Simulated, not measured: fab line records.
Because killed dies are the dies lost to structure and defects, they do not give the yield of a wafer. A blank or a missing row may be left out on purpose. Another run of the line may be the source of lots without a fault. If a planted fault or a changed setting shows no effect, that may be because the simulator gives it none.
Matching of chambers | flow nand harc | pecvd-03 running NHARC_P_M2_DEP_33: 3 sister chambers
The step deposits SiCN, target thk 30 nm. 16 wafers are shown with their chamber, then 8 later ones without.

EACH WAFER AND ITS CHAMBER
wafer  | chamber | heater power w (W)
L075.2 | 0       | 647
L075.3 | 2       | 579
L075.6 | 2       | 574
L074.2 | 2       | 700
L074.4 | 2       | 704
L074.5 | 1       | 428
L076.1 | 1       | 433
L076.2 | 2       | 654
L076.3 | 0       | 607
L085.3 | 1       | 463
L085.4 | 0       | 671
L085.5 | 2       | 628
L087.1 | 0       | 641
L087.3 | 1       | 420
L087.5 | 1       | 430
L091.2 | 1       | 503

SIGNATURES (averages over the wafers above)
reading        | chamber 0 | chamber 1 | chamber 2 | scatter within a chamber
heater power w | 641.50    | 446.17    | 639.83    | 42.2
Rule: for each reading, subtract the chamber's mean from the wafer's reading, divide by that reading's scatter and square the result; add these up over the readings and take the root, which gives the wafer's distance from the chamber. The wafer belongs to the nearest chamber; if the next one is less than 2 further off, it can't be placed. The scatter is the square root of a quotient: the sum, over the shown wafers, of each reading's squared deviation from its chamber's mean, divided by wafers minus chambers.

WAFERS WITHOUT THEIR CHAMBER
wafer  | heater power w (W)
L091.4 | 619
L091.5 | 730
L094.2 | 605
L094.5 | 607
L094.6 | 667
L094.1 | 441
L094.3 | 656
L094.4 | 448

THE CHAMBER EACH PASSED THROUGH
wafer  | from the rows above     | in truth
L091.4 | can't be placed: 2 or 0 | 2
L091.5 | can't be placed: 0 or 2 | 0
L094.2 | can't be placed: 2 or 0 | 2
L094.5 | can't be placed: 2 or 0 | 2
L094.6 | can't be placed: 0 or 2 | 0
L094.1 | 1                       | 1
L094.3 | can't be placed: 0 or 2 | 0
L094.4 | 1                       | 1
Correct placement for 2 of the 8. Not placeable from these rows: 6 (in 6, the candidates include the true chamber). Placed wrongly: 0.
